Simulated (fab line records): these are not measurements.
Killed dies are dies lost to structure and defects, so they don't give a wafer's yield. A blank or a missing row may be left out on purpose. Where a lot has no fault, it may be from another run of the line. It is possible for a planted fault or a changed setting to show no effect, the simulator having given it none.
Split-lot experiment    flow n5Finfet    21 wafers read across 7 lots, on a route 1938 steps long

== SPLIT DETAILS ==
At N5_HKMG_FIN_COAT_43 (resist thk 90 nm), the setting spinRpm was moved away from the recipe's 1500 rpm on 8 of the 21 wafers read, by -10.9% to +9.1%. The other wafers ran this setting at the recipe's value.

No step appears in the file between the split and the reading.

== THE READING ==
CAR-ArF_of_HKMG_FIN_COAT_43.thkNm (the simulator's own value, which no gauge read), in nm, at N5_HKMG_FIN_ETCH_54 (etches SiARC in CF4, target depth 45.5 nm, time 75.8 s). No usual value for it is given in the file. Here, 13 wafers ran the recipe; their average is 50.8 nm with a standard deviation of 0.24 nm.

wafer   tool, chamber at the split  spinRpm as run, rpm  against the recipe  CAR-ArF_of_HKMG_FIN_COAT_43.thkNm, nm  against lot-mates on the recipe
L075.1  lithoTrack-01, 0            1600                 +6.7%               48                                     -2.8
L075.3  lithoTrack-01, 0            1500                 recipe              50.8                                   -
L075.4  lithoTrack-01, 0            1600                 +6.7%               48.2                                   -2.6
L079.1  lithoTrack-03, 0            1589                 +5.9%               48.6                                   -2.2
L079.2  lithoTrack-03, 0            1589                 +5.9%               48.2                                   -2.6
L079.5  lithoTrack-03, 0            1500                 recipe              50.8                                   -
L082.1  lithoTrack-01, 0            1336                 -10.9%              56.4                                   +5.8
L082.3  lithoTrack-01, 0            1500                 recipe              50.6                                   -
L082.5  lithoTrack-01, 0            1336                 -10.9%              55.8                                   +5.2
L083.1  lithoTrack-03, 0            1637                 +9.1%               47.2                                   -4.0
L083.2  lithoTrack-03, 0            1500                 recipe              51.2                                   -
L083.4  lithoTrack-03, 0            1637                 +9.1%               47                                     -4.2
L087.1  lithoTrack-01, 0            1500                 recipe              51                                     -
L087.4  lithoTrack-01, 0            1500                 recipe              50.6                                   -
L087.6  lithoTrack-01, 0            1500                 recipe              50.8                                   -
L096.1  lithoTrack-02, 0            1500                 recipe              50.8                                   -
L096.5  lithoTrack-02, 0            1500                 recipe              51                                     -
L096.6  lithoTrack-02, 0            1500                 recipe              50.8                                   -
L097.1  lithoTrack-02, 0            1500                 recipe              50.2                                   -
L097.5  lithoTrack-02, 0            1500                 recipe              50.6                                   -
L097.6  lithoTrack-02, 0            1500                 recipe              50.6                                   -

FIT RESULTS
A straight line over all 21 wafers: CAR-ArF_of_HKMG_FIN_COAT_43.thkNm changes by -0.442 nm for each +1% of spinRpm; r = -0.99; the points scatter about the line by 0.3 nm.
The same after taking each lot's own level away (the mean of its wafers on the recipe; 21 wafers): -0.464 nm for each +1%; r = -1.00; scatter 0.25 nm.
On that fit, the largest move of spinRpm shifts the reading by 5.1 nm.
The span of the lots' own levels, 50.47 to 51.20 nm, comes to 3.1 times the standard deviation stated above.
Consequently the slope shifts little with the lot-to-lot level, the two slopes agreeing.
Check: for one of the wafers moved furthest among these (-10.9%), held out of the fit, the line's prediction against its lot-mates is +4.93 nm. It came out at +5.8 nm against them.

== OTHER SPLITS APPLIED TO THESE WAFERS ==
Note: prior to the reading, these wafers also went through further splits. Each is held against what the fit with the lots' levels taken away leaves over:
other split on the same wafers        wafers away from the commonest value  r with CAR-ArF_of_HKMG_FIN_COAT_43.thkNm (lot level and that fit taken away)
N5_WELL_APT_PEB_23 pebTimeS           7                                     -0.27
N5_WELL_APT_DESCUM_30 timeS           6                                     +0.17
N5_FIN_SAQP_PEB_14 pebTimeS           5                                     +0.00
N5_FIN_SAQP_SPACER1_ALD_24 aldCycles  6                                     -0.22
N5_DUMMY_GATE_HM_DEP_06 timeS         12                                    +0.31
N5_SD_EPI_N_ETCH_16 targetDepthA      7                                     -0.45
N5_SD_ACTIVATION_LSA_01 tempC         7                                     -0.08

== THE WHOLE CHAIN: every reading that the file lists as answering this split, in the file's order ==
step                 what it does                                            reading                                                                             change (the file's fit)                r (the file's)
N5_HKMG_FIN_COAT_43  resist thk 90 nm                                        CAR-ArF_of_HKMG_FIN_COAT_43.thkNm (the simulator's own value, which no gauge read)  -0.448 nm for each +1% of the setting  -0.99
N5_HKMG_FIN_ETCH_54  etches SiARC in CF4, target depth 45.5 nm, time 75.8 s  CAR-ArF_of_HKMG_FIN_COAT_43.thkNm (the simulator's own value, which no gauge read)  -0.459 nm for each +1% of the setting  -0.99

== THE FILE'S OWN FIT ==
CAR-ArF_of_HKMG_FIN_COAT_43.thkNm changes by -0.459 nm for each +1% of spinRpm, r = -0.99.
